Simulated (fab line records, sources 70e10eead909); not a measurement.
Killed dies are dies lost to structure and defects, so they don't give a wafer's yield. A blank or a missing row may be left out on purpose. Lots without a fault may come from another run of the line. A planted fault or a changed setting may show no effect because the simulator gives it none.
A struck lot beside a sound one | flow nand_harc | 21 steps out of a route of 1302
Sound: wafers L176.1, L176.4, L176.6. Struck: wafers L172.2, L172.3, L172.4. The cause comes at the end.
At each step with rows: each side's tool, then ch and its chambers, then its first start. Under that, the readings that differ: sound wafers | struck wafers | difference of the means | sigmas: that difference in standard deviations of wafers without a fault.
alike: readings whose means differ by less than 2 such deviations, and words and numbers that are the same on both sides. not compared: withheld readings, readings that some wafer has no value for, bounds like >300 that may hide the same value, and numbers for which the record gives no deviation and whose values overlap.
The two part at a step that has a row with sigmas, a row that says differs or no value, or rows on one side only. Numbers that don't overlap but have no deviation are shown without sigmas and don't part them. A reading that every wafer of one side lacks parts them only if that side has two wafers or more.

NHARC_P_M2_CD_MEAS_09: target cd 170 nm.
  sound on cd_sem-03 ch 0, day 13 09:16; struck on cd_sem-02 ch 0, day 11 08:28
  alike: cd_nm
NHARC_P_M2_OVL_MEAS_10: pitch 340 nm.
  sound on overlay-01, day 13 09:21; struck on overlay-01, day 11 08:34
  alike: overlay_x_nm, overlay_y_nm
NHARC_P_M2_INSPECT_11:
  sound on defect_inspect-02, day 13 09:23; struck on defect_inspect-02, day 11 08:35
  alike: raw_defect_count
NHARC_P_M2_DESCUM_14: chemistry O2, time 3 s.
  sound on rie_diel-01 ch 0,1,2, day 13 09:28; struck on rie_diel-01 ch 0,1,2, day 11 08:40
  alike: drypump_motor_current_A, oes_product_au, rf_vpp_V, showerhead_plenum_p_Torr, throttle_valve_pct
  not compared: rf_hours_counter_h
NHARC_P_M2_ETCH_35: etches the open film in N2/H2, target depth 40 nm, overetch 12 nm, time 43.94 s.
  sound on rie_diel-01 ch 0,1,2, day 13 09:34; struck on rie_diel-01 ch 0,2,3, day 11 08:44
  alike: drypump_motor_current_A, oes_product_au, rf_fwd_power_W, rf_vpp_V, showerhead_plenum_p_Torr, throttle_valve_pct
  not compared: rf_hours_counter_h
NHARC_P_M2_ETCH_15: etches the open film in C4F8/Ar, target depth 182.5 nm, time 91.2 s.
  sound on rie_diel-01 ch 0,2; struck on rie_diel-01 ch 0,2,3
  alike: oes_product_au, rf_fwd_power_W, rf_vpp_V
  not compared: rf_hours_counter_h
NHARC_P_M2_CD_MEAS_16:
  sound on cd_sem-01, day 13 09:48; struck on cd_sem-03, day 11 08:58
  alike: cd_nm
then, 3 steps without rows for these wafers: NHARC_P_M2_STRIP_18 (strips in N2/H2); NHARC_P_M2_ETCH_28 (etches the open film in CF4/N2, target depth 30 nm, time 72.99 s); NHARC_P_M2_STRIP_19 (strips in post etch residue remover, time 600 s).
NHARC_P_M2_DEGAS_29: time 60 s.
  sound on pvd_sputter-02, day 13 10:35; struck on pvd_sputter-01, day 11 09:43
  alike: heater_power_w
then, 1 step without rows for these wafers: NHARC_P_M2_PRE_CLEAN_30 (time 30 s).
NHARC_P_M2_PVD_20: deposits TaN, target thk 5 nm, time 8.06 s.
  sound on pvd_sputter-02, day 13 10:42; struck on pvd_sputter-01, day 11 09:49
  alike: throttle_valve_pct
then, 4 steps without rows for these wafers: NHARC_P_M2_PVD_21 (deposits Cu, target thk 30 nm, time 20.49 s); NHARC_P_M2_ECD_22 (material Cu, target thk 400 nm); NHARC_P_M2_ANNEAL_31 (time 90 s); NHARC_P_M2_CMP_23 (polishes, t overpolish 20 s, target thk 144.3 nm).
NHARC_P_M2_THK_MEAS_24: measures by xrf.
  sound on film_metro-02, day 13 11:59; struck on film_metro-01, day 11 11:07
  alike: thk_nm
then, 1 step without rows for these wafers: NHARC_P_M2_SRD_25.
NHARC_P_M2_PRE_CLEAN_32: time 12 s.
  sound on pecvd-04 ch 0,1, day 13 12:13; struck on pecvd-04 ch 0,1, day 11 15:58
  reading | sound | struck                                                                     | difference                   | sigmas
  hold    | - - - | await_dispo/4.5h/release await_dispo/4.5h/release await_dispo/4.5h/release | no value on the sound wafers |
  alike: heater_power_w, rf_fwd_power_W
  not compared: since_wet_clean_h
-- the record jumps here: 17 days lie between the struck wafers' starts before and after (it left off in module P_M2 and takes up again in module END, whose first step shown is number 1302 of the route) --
NHARC_END_SORT_01:
  sound on prober-02 ch 0, day 31 16:33; struck on prober-01 ch 0, day 29 03:01
  reading                  | sound          | struck         | difference | sigmas
  defect_limited_yield (%) | 89.4 90.8 90.5 | 80.8 82.7 85.2 | -7.3       | -3
  killed_at_periphery      | 10 5 6         | 99 75 69       | +74        | +26
  killed_dies              | 72 62 64       | 130 117 100    | +50        | +3
  sort_bin_2_pct (%)       | 4.1 3.7 3.2    | 8.0 6.4 5.8    | +3.1       | +3
  sort_bin_3_pct (%)       | 0.6 0.7 0.7    | 5.5 4.0 4.0    | +3.8       | +10
  sort_n_pass              | 605 615 613    | 547 560 577    | -50        | -3
  sort_yield_pct (%)       | 89.4 90.8 90.5 | 80.8 82.7 85.2 | -7.3       | -3
  alike: killed_at_array, killed_at_other, killed_open, killed_short, sort_bin_4_pct, sort_rim_yield_pct

WHERE THEY PART
First at NHARC_P_M2_PRE_CLEAN_32; last, within this record, at NHARC_END_SORT_01.

WHY: what the simulator had put in
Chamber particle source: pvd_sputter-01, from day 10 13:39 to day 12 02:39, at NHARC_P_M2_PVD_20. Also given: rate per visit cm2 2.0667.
